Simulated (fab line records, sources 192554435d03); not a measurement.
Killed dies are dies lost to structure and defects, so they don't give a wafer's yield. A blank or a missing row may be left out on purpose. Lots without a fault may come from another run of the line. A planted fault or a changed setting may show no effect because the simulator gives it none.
Which tool did it? | flow n5_finfet | 24 lots, 72 wafers sampled, at 2 steps of a route of 1938

WHAT THE GAUGES READ, wafer by wafer
N5_MOL_CONTACT_COAG_INSPECT_97: inspects for defects (darkfield). Usual: raw_defect_count 38, standard deviation 17.
lot  | measured     | on                | raw_defect_count | flag
L074 | day 5 22:59  | defect_inspect-02 | 27 29 33         |
L075 | day 5 23:19  | defect_inspect-02 | 46 51 23         |
L076 | day 5 23:38  | defect_inspect-02 | 27 30 46         |
L078 | day 6 08:17  | defect_inspect-01 | 16 16 20         |
L077 | day 6 11:21  | defect_inspect-01 | 27 24 30         |
L079 | day 6 18:52  | defect_inspect-02 | 23 57 53         |
L080 | day 6 21:51  | defect_inspect-01 | 30 51 30         |
L081 | day 7 05:04  | defect_inspect-02 | 35 33 26         |
L082 | day 7 08:19  | defect_inspect-01 | 18 30 17         |
L083 | day 7 15:15  | defect_inspect-02 | 20 22 48         |
L084 | day 8 00:53  | defect_inspect-02 | 47 26 28         |
L085 | day 8 05:11  | defect_inspect-01 | 64 43 49         |
L086 | day 8 12:43  | defect_inspect-02 | 24 47 28         |
L087 | day 8 15:44  | defect_inspect-02 | 56 32 37         |
L088 | day 9 02:04  | defect_inspect-02 | 21 29 33         |
L089 | day 9 10:16  | defect_inspect-01 | 18 37 30         |
L091 | day 9 16:23  | defect_inspect-01 | 19 42 48         |
L090 | day 10 01:48 | defect_inspect-01 | 74 61 87         |
L092 | day 10 04:49 | defect_inspect-01 | 41 30 21         |
L093 | day 10 04:48 | defect_inspect-02 | 22 29 35         |
L094 | day 10 14:34 | defect_inspect-02 | 41 31 40         |
L095 | day 10 17:50 | defect_inspect-02 | 62 75 83         |
L096 | day 11 02:52 | defect_inspect-01 | 37 39 54         |
L097 | day 11 05:52 | defect_inspect-02 | 68 67 51         |

WHICH TOOL RAN EACH LOT (tool, then ch and the chambers of the sampled wafers, then the start)
lot  | N5_MOL_CONTACT_COAG_CVD_140
L074 | cvd_w-02 ch 0,1, day 5 09:31
L075 | cvd_w-01 ch 0,1, day 5 15:41
L076 | cvd_w-02 ch 0,1, day 5 15:50
L078 | cvd_w-02 ch 1, day 6 04:37
L077 | cvd_w-01 ch 0,1, day 6 05:50
L079 | cvd_w-02 ch 0,1, day 6 15:10
L080 | cvd_w-01 ch 0,1, day 6 15:58
L081 | cvd_w-02 ch 0,1, day 7 01:26
L082 | cvd_w-01 ch 0,1, day 7 04:38
L083 | cvd_w-02 ch 0,1, day 7 11:35
L084 | cvd_w-01 ch 0,1, day 7 20:43
L085 | cvd_w-01 ch 0,1, day 8 01:06
L086 | cvd_w-01 ch 0,1, day 8 09:03
L087 | cvd_w-02 ch 1, day 8 12:01
L088 | cvd_w-01 ch 0,1, day 8 22:10
L089 | cvd_w-02 ch 0,1, day 9 06:36
L091 | cvd_w-02 ch 0,1, day 9 12:43
L090 | cvd_w-02 ch 0,1, day 9 22:08
L092 | cvd_w-02 ch 1, day 10 00:56
L093 | cvd_w-01 ch 0,1, day 10 01:07
L094 | cvd_w-01 ch 0,1, day 10 10:52
L095 | cvd_w-02 ch 0,1, day 10 14:08
L096 | cvd_w-01 ch 0,1, day 10 23:13
L097 | cvd_w-02 ch 0, day 11 00:33
- N5_MOL_CONTACT_COAG_CVD_140: deposits W, target thk 66.5 nm, time 215 s.

WHAT THE TOOLS THEMSELVES READ (means of the sampled wafers that have a number; where no wafer has one, the mark that the record gives instead)
N5_MOL_CONTACT_COAG_CVD_140. Usual: heater_power_w 474 W, standard deviation 73.
lot  | tool     | heater_power_w (W) | flag
L074 | cvd_w-02 | 412                |
L075 | cvd_w-01 | 558                |
L076 | cvd_w-02 | 407                |
L078 | cvd_w-02 | 398                |
L077 | cvd_w-01 | 527                |
L079 | cvd_w-02 | 412                |
L080 | cvd_w-01 | 520                |
L081 | cvd_w-02 | 423                |
L082 | cvd_w-01 | 522                |
L083 | cvd_w-02 | 422                |
L084 | cvd_w-01 | 517                |
L085 | cvd_w-01 | 563                |
L086 | cvd_w-01 | 527                |
L087 | cvd_w-02 | 398                |
L088 | cvd_w-01 | 559                |
L089 | cvd_w-02 | 412                |
L091 | cvd_w-02 | 422                |
L090 | cvd_w-02 | 408                |
L092 | cvd_w-02 | 402                |
L093 | cvd_w-01 | 551                |
L094 | cvd_w-01 | 559                |
L095 | cvd_w-02 | 406                |
L096 | cvd_w-01 | 558                |
L097 | cvd_w-02 | 445                |

THE ANSWER, worked out from the rows above alone
Rule: a lot is off if the mean of its wafers that have a number lies more than 3 standard deviations from the usual mean. A lot without any number at a reading at which 4 lots or more have one is off too. The other lots that the step has rows for count as sound. The gauges are gone through in route order, then the tools' own readings, and for those a lot's mean is taken as printed above. The first step at which some lot is off is used, and at that step the reading that is off furthest; a lot without a number counts as furthest.
No lot is off at any reading shown: from this, nothing can be told.

WHAT THE SIMULATOR HAD PUT IN
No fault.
